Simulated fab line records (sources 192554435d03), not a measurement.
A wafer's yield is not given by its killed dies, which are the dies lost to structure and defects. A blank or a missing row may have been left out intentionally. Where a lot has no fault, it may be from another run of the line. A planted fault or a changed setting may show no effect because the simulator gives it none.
Code-filled problem report in 8D (eight disciplines) form :: flow n5Finfet :: the parts of the form that need people (team, actions taken, sign-off) are left out

1. THE PROBLEM
Mean of runLengthS at N5_MOL_CONTACT_COAG_CVD_140: 371.1 s across 2 wafers in 2 lots; on wafers with no fault it is 286.0 s (standard deviation 0.43). So: +99 or more standard deviations from the usual mean.
The step: deposits W, target thk 66.5 nm, time 215 s.
First seen on wafer L815.6, day 7 00:51, on cvdW-01. At this step, 33 wafers from 11 lots have a number in the record. The rule behind "out" and "out of limits": a value lying over 4 standard deviations away from the usual mean. The other wafers with a number count as sound.

2. WHAT IT IS, WHAT IT ISN'T
question: which readings at this step
is: runLengthS
is not: heaterPowerW

question: which lots
is: L815, L818
is not: L809, L810, L811, L814, L816, L828, L829, L830, L831

question: which wafers of those lots
is: L815.6, L818.3
is not: L815.2, L815.5, L818.2, L818.4

question: read on which tools
is: cvdW-01
is not: cvdW-02

question: when
is: from day 7 00:51
is not: up to then (14 sound wafers); but 17 sound wafers of L816, L818, L828, L829, L830, L831 came after

3. WHAT RULES OUT EACH SUSPECT
Counting: if a tool at a process step up to the reading ran every lot that is out, it stays a suspect. Sound lots after the first of them don't rule it out here, since some wafers of a struck lot are sound.
- cvdW-01 at N5_MOL_CONTACT_COAG_CVD_140 (deposits W, target thk 66.5 nm, time 215 s): kept. It processed each lot that is out (first: L815, day 7 00:51); up to then, its last sound lot is L811 (day 6 01:43). Out on those wafers are its own readings of runLengthS.
After counting, what remains is cvdW-01 at N5_MOL_CONTACT_COAG_CVD_140.

4. THE CAUSE (what the simulator had put in)
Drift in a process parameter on cvdW-01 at N5_MOL_CONTACT_COAG_CVD_140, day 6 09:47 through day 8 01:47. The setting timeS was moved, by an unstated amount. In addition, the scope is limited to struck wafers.
This tool alone remained once counting was done.

5. THE CHAIN OF EFFECTS, in route order
Each row: a reading where the mean over the struck wafers with a number is more than 3 standard deviations away from the usual. Scope: only readings with a usual standard deviation given in the record; hours: median across lots of the time from each lot's start at the first step in this table that gives one to its start at this step; sigmas: change in usual standard deviations.
hours: 0
step: N5_MOL_CONTACT_COAG_CVD_140
reading: runLengthS
usual: 286.0 s
on struck wafers: 371.1
change: +85.1
sigmas: +99 or more
The process steps in it:
- N5_MOL_CONTACT_COAG_CVD_140: deposits W, target thk 66.5 nm, time 215 s.
At these later measuring or inspecting steps, every struck wafer for which the step has a row has a number for every such reading, and none has moved that far: N5_BEOL_M4_RC_MEAS_101.

6. WHAT WOULD HAVE CAUGHT IT SOONER
15 hours passed between the start of the fault at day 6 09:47 and the first reading out of limits in this record, taken at day 7 00:51.
